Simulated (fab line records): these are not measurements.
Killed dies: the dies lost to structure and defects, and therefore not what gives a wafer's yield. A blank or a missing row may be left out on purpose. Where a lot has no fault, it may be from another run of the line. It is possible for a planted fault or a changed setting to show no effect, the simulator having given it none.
Chamber matching	flow n5-finfet	3 sister chambers for N5_BEOL_M2_DEP_57 on pecvd-03
The step deposits SiCN from 3MS/NH3, target thk 8 nm, time 14 s. 3 wafers are shown with their chamber, then 8 later ones without.

## WAFERS WITH THEIR CHAMBER
wafer	chamber	throttle-valve-pct (%)
L086.3	0	9.5
L086.6	2	8.7
L092.2	1	8.9

## WAFERS WITH NO CHAMBER GIVEN
wafer	throttle-valve-pct (%)
L092.3	8.1
L092.6	8.4
L095.3	8.8
L095.5	8.3
L095.6	8.9
L097.2	8.7
L097.4	8.7
L097.5	8.3

## EACH ONE'S CHAMBER
wafer	from the rows above	in truth
L092.3	can't be placed: 2 or 1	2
L092.6	can't be placed: 2 or 1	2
L095.3	can't be placed: 1 or 2 or 0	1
L095.5	can't be placed: 2 or 1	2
L095.6	can't be placed: 1 or 2 or 0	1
L097.2	can't be placed: 2 or 1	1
L097.4	can't be placed: 2 or 1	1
L097.5	can't be placed: 2 or 1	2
0 of 8 placed correctly. Cannot be placed on the basis of these rows: 8; the candidates contain the true chamber in 8. Number placed wrongly: 0.
How it was worked out, from the rows above alone: a wafer's distance from a chamber is the root of the sum, over the readings, of the square of ((its reading less the chamber's mean) divided by the reading's scatter). The wafer belongs to the nearest chamber; if the next one is less than 2 further off, it can't be placed. A chamber's mean is the mean of its shown wafers. The scatter (one wafer shown for each chamber): square how far every hidden wafer sits from the nearest shown wafer, average those squares and take the square root.
